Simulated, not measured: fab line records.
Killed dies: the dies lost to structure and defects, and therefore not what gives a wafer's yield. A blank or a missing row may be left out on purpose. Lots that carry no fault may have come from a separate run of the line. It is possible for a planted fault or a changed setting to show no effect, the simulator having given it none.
fab line records    flow n5Finfet
[record] lots = 7  wafers = 21  lastDay = 18
route steps=1938 shown PMOS_HMC_CHANNEL_EPI@75 PASSIVATION@1936
lots untouched by any fault: they come from a run of this same line in which no faults occurred
startH: the number of hours between the record's first day and the start of the first shown wafer of the lot    waitH: how many hours have passed since the lot's step before this one    " unchanged from the row above    L1.1+2: several wafers, shown together as one row    - no value, or no start given    * or withheld: withheld    < > ~ a bound
route shown NAME@n: names a module that has steps shown in the file, with the first one's number in the route    usual: mean/standard deviation of fault-free wafers    same: alike in all rows    chamber/n: place in a boat    sites: readings site by site    _std_site: the values' standard deviation    _edge_site: inner sites' mean taken away from outer sites' mean    radiusMm: how far each site lies from the wafer's centre    mask NAME#n: copy n    behind: the last tool/chamber to shape the wafer    hold: the reason the lot was held/the length of the hold in hours/how it ended    device: which transistor (n, p or np) failed to switch    end of line: the tests these same wafers got at the end of their route    a step with no rows: only its recipe    killed: dies lost to structure and defects at the first sort, not the wafer's yield    map: a wafer's dies, x killed, . not, _ none there
set.NAME: the setting that was run; set.NAME@STEP: the one run at that earlier step    model.NAME: the simulator's own value behind a step, which no gauge read
lots seen at some steps along the route; tables by step, rows by wafer
services: a tool's chamber out of use, with start hour (startH, from the record's first day; less than 0 if before it), hours out, and reason
[[steps]]
[step N5_PMOS_HMC_CHANNEL_EPI_PRECLEAN_36]
[recipe] chemistry = O3/DIW  timeS = 45  tempC = 22  o3Ppm = 10
[step N5_PMOS_HMC_CHANNEL_EPI_PRECLEAN_18]
[recipe] chemistry = DHF  timeS = 30  tempC = 25  dilution = withheld
[step N5_PMOS_HMC_CHANNEL_EPI_SRD_19]
[recipe] dry = ipaMarangoni  doPpb = 5  timeS = 30  tempC = 23  rinseLiquid = diw
[step N5_PMOS_HMC_CHANNEL_EPI_EPI_20]
[recipe] material = SiGe30  maskMaterial = SiO2  pressureTorr = 20  targetThkA = 590  tempC = 600
[step N5_PMOS_HMC_CHANNEL_EPI_HM_STRIP_35]
[recipe] chemistry = dHF  tempC = 25  material = SiO2  target = SiO2  targetDepthA = 396  timeS = 216
[step N5_PMOS_HMC_CHANNEL_EPI_SRD_39]
[recipe] dry = ipaMarangoni  timeS = 30  tempC = 23  rinseLiquid = diw
[step N5_PMOS_HMC_CHANNEL_EPI_CMP_21]
[recipe] material = SiGe30  postCmpClean = alkalineBrush  targetThkNm = 54
[usual] motorCurrentA = 12.3/1.1
lot.wafer  tool    chamber  startH  waitH  motorCurrentA
L561.1     cmp-04  2        38.35   0.1    9.9
L561.3     "       3        "       "      12.2
L561.2     "       0        "       "      11.0
L567.2     cmp-04  1        73.49   0.1    12.8
L567.5     "       3        "       "      13.0
L567.6     "       0        "       "      11.2
L568.2     cmp-04  1        79.72   0.1    13.4
L568.3     "       3        "       "      12.3
L568.5     "       1        "       "      13.4
L569.4     cmp-04  0        85.06   0.0    10.8
L569.5     "       0        "       "      10.9
L569.6     "       1        "       "      13.7
L574.1     cmp-03  3        115.13  0.1    12.9
L574.6     "       1        "       "      11.0
L574.5     "       2        "       "      11.9
L575.2     cmp-03  2        125.51  0.1    12.4
L575.3     "       3        "       "      12.5
L575.4     "       0        "       "      13.7
L580.2     cmp-02  0        151.93  0.0    13.3
L580.3     "       2        "       "      11.5
L580.5     "       0        "       "      13.2
[step N5_PMOS_HMC_CHANNEL_EPI_THK_MEAS_22]
[recipe] reads = SiGe30_of_PMOS_HMC_CHANNEL_EPI_EPI_20
[usual] HMC_CMP_THK = 53.9/1.4
lot.wafer  tool          chamber  startH  waitH  HMC_CMP_THK[nm]
L561.1     filmMetro-02  -        38.61   -      52.9
L561.2     "             -        "       "      55.9
L561.3     "             -        "       "      54.2
L567.2     filmMetro-02  -        73.71   -      53.9
L567.5     "             -        "       "      54.5
L567.6     "             -        "       "      52.3
L568.2     filmMetro-01  -        79.98   -      54.0
L568.3     "             -        "       "      53.6
L568.5     "             -        "       "      53.4
L569.4     filmMetro-02  -        85.36   -      56.1
L569.5     "             -        "       "      55.7
L569.6     "             -        "       "      52.3
L574.1     filmMetro-01  -        115.35  -      51.8
L574.5     "             -        "       "      53.5
L574.6     "             -        "       "      53.7
L575.2     filmMetro-01  -        125.77  -      54.1
L575.3     "             -        "       "      52.7
L575.4     "             -        "       "      54.2
L580.2     filmMetro-01  -        152.23  -      52.7
L580.3     "             -        "       "      57.0
L580.5     "             -        "       "      54.9
[step N5_PMOS_HMC_CHANNEL_EPI_PRECLEAN_40]
[recipe] chemistry = DHF  timeS = 30  tempC = 25  dilution = withheld
[step N5_PMOS_HMC_CHANNEL_EPI_PRECLEAN_37]
[recipe] chemistry = O3/DIW  timeS = 45  tempC = 22  o3Ppm = 10
[step N5_PMOS_HMC_CHANNEL_EPI_PRECLEAN_24]
[recipe] chemistry = DHF  timeS = 30  tempC = 25  dilution = withheld
[step N5_PMOS_HMC_CHANNEL_EPI_SRD_25]
[recipe] dry = ipaMarangoni  doPpb = 5  timeS = 30  tempC = 23  rinseLiquid = diw
[step N5_PMOS_HMC_CHANNEL_EPI_EPI_26]
[recipe] material = Si  targetThkA = 38  tempC = 650  precursor = SiH4/H2  pressureTorr = 20  timeS = 22.7
[usual] chamberPressureTorr = 20.00/0.044  lampInnerPct = 14.5/0.31  throttleValvePct = 11.50/0.16
lot.wafer  tool         chamber  startH  waitH  chamberPressureTorr  lampInnerPct  throttleValvePct
L561.1     epiRpcvd-01  0        38.72   0.0    20.04                14.7          11.30
L561.2     "            0        "       "      19.98                14.6          11.29
L561.3     "            0        "       "      19.96                14.9          11.30
L567.2     epiRpcvd-04  -        73.88   0.1    -                    -             -
L567.5     "            -        "       "      -                    -             -
L567.6     "            -        "       "      -                    -             -
L568.2     epiRpcvd-03  -        80.14   0.1    -                    -             -
L568.3     "            -        "       "      -                    -             -
L568.5     "            -        "       "      -                    -             -
L569.4     epiRpcvd-04  -        85.62   0.2    -                    -             -
L569.5     "            -        "       "      -                    -             -
L569.6     "            -        "       "      -                    -             -
L574.1     epiRpcvd-01  0        115.46  0.0    20.00                14.9          11.46
L574.5     "            0        "       "      20.02                14.7          11.33
L574.6     "            0        "       "      19.97                14.8          11.40
L575.2     epiRpcvd-04  0        125.92  0.1    19.91                14.5          11.65
L575.3     "            0        "       "      19.91                14.7          11.36
L575.4     "            0        "       "      19.96                14.6          11.40
L580.2     epiRpcvd-03  0        152.39  0.1    19.95                14.1          11.44
L580.3     "            0        "       "      20.00                14.1          11.53
L580.5     "            0        "       "      20.01                14.0          11.61
[step N5_PASSIVATION_PROBE_49]
[usual] killed_at_M0_to_M3 = 34/10  killed_at_M4_up = 13/5.4  killedAtContacts = 13/6  killedAtFrontEnd = 42/13  killedAtOther = 4/3.2  killedDies = 107/18  killedOpen = 69/14  killedShort = 35/7.7
[same] grossDies = 1180  killedAtBackSide = 0
lot.wafer  tool       chamber  startH  waitH  killed_at_M0_to_M3  killed_at_M4_up  killedAtContacts  killedAtFrontEnd  killedAtOther  killedDies  killedOpen  killedShort
L561.1     prober-02  -        280.09  0.0    42                  15               9                 46                1              113         69          38
L561.2     prober-02  -        280.14  0.1    30                  15               8                 37                13             103         66          35
L561.3     prober-02  -        280.19  0.1    42                  14               7                 38                1              102         73          27
L567.5     prober-02  -        312.81  0.2    23                  14               7                 30                5              79          39          29
L569.6     prober-02  -        342.19  0.3    34                  14               16                31                17             112         59          43
L568.2     prober-01  -        342.62  0.1    30                  11               22                42                7              112         67          37
L574.5     prober-02  -        374.86  0.2    45                  10               13                58                2              128         96          32
// killed by level:class
L561.1 STI_FIN_REVEAL:geometricParticle:open=14 FIN_SAQP:geometricParticle:open=12 FIN_SAQP:geometricParticle:short=11 BEOL_M0_SAQP:geometricParticle:open=10 BEOL_M3:geometricParticle:open=8 BEOL_M1:geometricParticle:open=6 BEOL_M2:geometricParticle:open=6 MOL_CONTACT_COAG:geometricParticle:short=4
L561.2 FIN_SAQP:geometricParticle:open=14 FIN_SAQP:geometricParticle:short=7 BEOL_M1:geometricParticle:open=7 DUMMY_GATE:geometricParticle:open=6 MOL_CONTACT_COAG:geometricParticle:open=6 BEOL_M0_SAQP:geometricParticle:short=5 BEOL_M4:geometricParticle:open=5 PAD_METAL:geometricParticle:open=5
L561.3 BEOL_M3:geometricParticle:open=12 STI_FIN_REVEAL:geometricParticle:open=10 BEOL_M1:geometricParticle:open=9 DUMMY_GATE:geometricParticle:open=8 BEOL_M2:geometricParticle:open=7 FIN_SAQP:geometricParticle:short=6 MOL_CONTACT_COAG:geometricParticle:open=6 FIN_SAQP:geometricParticle:open=5
L567.5 HKMG_FIN:areaEtch=10 BEOL_M4:geometricParticle:open=6 FIN_SAQP:geometricParticle:short=5 BEOL_M0_SAQP:geometricParticle:short=5 BEOL_M5:geometricParticle:open=5 STI_FIN_REVEAL:geometricParticle:open=4 MOL_CONTACT_COAG:geometricParticle:open=4 BEOL_M1:geometricParticle:open=4
L569.6 BEOL_M0_SAQP:geometricParticle:open=12 MOL_CONTACT_COAG:geometricParticle:open=10 HKMG_FIN:areaEtch=9 BEOL_M0_SAQP:geometricParticle:short=8 MIM_BOT:geometricParticle:short=8 BEOL_M4:geometricParticle:open=7 MOL_CONTACT_COAG:geometricParticle:short=6 MIM_BOT:geometricParticle:open=6
L568.2 MOL_CONTACT_COAG:geometricParticle:open=16 BEOL_M2:geometricParticle:open=8 STI_FIN_REVEAL:geometricParticle:open=7 BEOL_M0_SAQP:geometricParticle:open=7 FIN_SAQP:geometricParticle:open=6 FIN_SAQP:geometricParticle:short=6 MOL_CONTACT_COAG:geometricParticle:short=6 STARTING-WAFER:geometricParticle:open=6
L574.5 FIN_SAQP:geometricParticle:open=18 STI_FIN_REVEAL:geometricParticle:open=17 BEOL_M2:geometricParticle:open=15 BEOL_M3:geometricParticle:open=10 MOL_CONTACT_COAG:geometricParticle:open=10 BEOL_M0_SAQP:geometricParticle:short=7 DUMMY_GATE:geometricParticle:open=5 FIN_SAQP:geometricParticle:short=4
[[services]]
tool         chamber  startH  hours  kind
cmp-04       -        20.49   4.0    pm
cmp-04       -        24.49   -      consumableReplace:conditioner
cmp-04       -        24.49   -      consumableReplace:pad
cmp-04       -        24.49   5.2    pm
epiRpcvd-03  -        31.66   8.1    pm
epiRpcvd-04  -        34.14   0.9    repair
cmp-02       -        35.37   0.6    repair
epiRpcvd-03  -        39.98   2.8    pm
epiRpcvd-03  -        55.33   7.2    repair
cmp-03       -        72.87   18.0   pm
epiRpcvd-01  -        81.29   0.5    pm
cmp-03       -        95.47   2.7    repair
cmp-02       -        100.69  6.1    pm
cmp-03       -        102.56  0.4    repair
epiRpcvd-04  -        114.18  8.1    pm
cmp-04       -        146.17  0.8    repair
[[key]]
[firstSign] step = N5_PMOS_HMC_CHANNEL_EPI_EPI_26  reading = toolRecord  direction = missing
effect none on later readings
metAt N5_PMOS_HMC_CHANNEL_EPI_EPI_26
struckWafers L567.2,L567.5,L567.6,L568.2,L568.3,L568.5,L569.4,L569.5,L569.6
testerLeftOut L567,L568,L569
[baselineLoss] step = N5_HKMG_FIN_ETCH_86  wafers = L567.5
[fault] kind = skippedStepWhole  tool = epiRpcvd-03,epiRpcvd-04  chamber = -  onsetH = 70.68  steps = N5_PMOS_HMC_CHANNEL_EPI_EPI_26  scope = struckLotsOnly
// testerLeftOut: of these lots the tester's yield and bins aren't shown, on N5 and GAA mostly nor the transistor test; their killed dies are dies lost to structure and defects alone, not to doping, threshold or leakage, so they don't give the yield
// baselineLoss: these wafers lose ten dies or more at that step, a loss of the line's own and not of a fault; the sort's usual values leave them out
